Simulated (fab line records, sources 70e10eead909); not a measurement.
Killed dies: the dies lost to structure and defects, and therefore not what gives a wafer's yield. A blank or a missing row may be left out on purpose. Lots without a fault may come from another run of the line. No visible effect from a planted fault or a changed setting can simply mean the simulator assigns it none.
Chamber matching    flow nand_harc    pecvd-03 running NHARC_A_CONTACT_DEP_85: 3 sister chambers
The step deposits SiON, target thk 60 nm. 6 wafers are shown with their chamber, then 9 later ones without.

WAFERS PAIRED WITH THEIR CHAMBERS
wafer   chamber  heater_power_w (W)
L086.5  2        635
L092.2  0        766
L092.4  1        873
L091.1  0        769
L091.3  2        698
L091.5  1        750

WAFERS WITHOUT THEIR CHAMBER
wafer   heater_power_w (W)
L091.2  756
L091.4  696
L091.6  753
L095.1  694
L095.5  843
L095.6  693
L096.1  769
L096.3  822
L096.5  798

WHICH CHAMBER EACH WENT THROUGH
wafer   from the rows above           in truth
L091.2  can't be placed: 0 or 1 or 2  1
L091.4  can't be placed: 2 or 0 or 1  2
L091.6  can't be placed: 0 or 1 or 2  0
L095.1  can't be placed: 2 or 0 or 1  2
L095.5  can't be placed: 1 or 0       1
L095.6  can't be placed: 2 or 0 or 1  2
L096.1  can't be placed: 0 or 1 or 2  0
L096.3  can't be placed: 1 or 0       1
L096.5  can't be placed: 1 or 0       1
Correct placement for 0 of the 9. Cannot be placed on the basis of these rows: 9; the candidates contain the true chamber in 9. 0 placed wrongly.
How it was worked out, from the rows above alone: a wafer's distance from a chamber is the root of the sum, over the readings, of the square of ((its reading less the chamber's mean) divided by the reading's scatter). If the next closest chamber is less than 2 further off than the closest, the wafer can't be placed; otherwise it belongs to the closest. A chamber's mean is the mean of its shown wafers. How the scatter is found: for the shown wafers, subtract from each reading the mean of its chamber, square and add these, divide the total by (wafers less chambers), then take the root.
